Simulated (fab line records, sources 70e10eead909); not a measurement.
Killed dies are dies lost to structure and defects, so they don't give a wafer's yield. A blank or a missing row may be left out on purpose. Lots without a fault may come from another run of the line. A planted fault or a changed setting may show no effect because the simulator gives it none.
Chamber matching | flow nand_harc | NHARC_P_M1_DEP_33 on pecvd-02: 3 sister chambers
The step deposits SiCN, target thk 30 nm. 18 wafers are shown with their chamber, then 9 later ones without.

WAFERS WITH THEIR CHAMBER
wafer  | chamber | heater_power_w (W)
L911.2 | 2       | 504
L911.3 | 1       | 507
L911.4 | 1       | 496
L917.1 | 1       | 418
L917.2 | 0       | 619
L917.5 | 0       | 616
L918.1 | 0       | 696
L918.2 | 1       | 410
L918.5 | 2       | 535
L922.1 | 0       | 716
L922.2 | 2       | 465
L922.6 | 2       | 465
L921.1 | 0       | 671
L921.4 | 2       | 541
L921.6 | 1       | 423
L924.1 | 2       | 491
L924.4 | 1       | 473
L924.5 | 2       | 486

SIGNATURES (means of the wafers above)
reading        | chamber 0 | chamber 1 | chamber 2 | scatter within a chamber
heater_power_w | 663.60    | 454.50    | 498.14    | 39
Rule: a wafer's distance from a chamber is the root of the sum, over the readings, of the square of ((its reading less the chamber's mean) divided by the reading's scatter). The wafer belongs to the nearest chamber; if the next one is less than 2 further off, it can't be placed. The scatter: the root of (the sum of the squares of (reading less its chamber's mean) over the shown wafers, divided by (wafers less chambers)).

WAFERS WITHOUT THEIR CHAMBER
wafer  | heater_power_w (W)
L926.1 | 419
L926.4 | 455
L926.6 | 568
L932.1 | 658
L932.2 | 536
L932.6 | 502
L933.3 | 493
L933.4 | 453
L933.6 | 659

WHICH CHAMBER EACH WENT THROUGH
wafer  | from the rows above          | in truth
L926.1 | can't be placed: 1 or 2      | 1
L926.4 | can't be placed: 1 or 2      | 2
L926.6 | can't be placed: 2 or 0 or 1 | 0
L932.1 | 0                            | 0
L932.2 | can't be placed: 2 or 1      | 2
L932.6 | can't be placed: 2 or 1      | 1
L933.3 | can't be placed: 2 or 1      | 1
L933.4 | can't be placed: 1 or 2      | 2
L933.6 | 0                            | 0
Placed correctly: 2 of 9. Can't be placed from these rows: 7 (the true chamber is among the candidates in 7). Placed wrongly: 0.
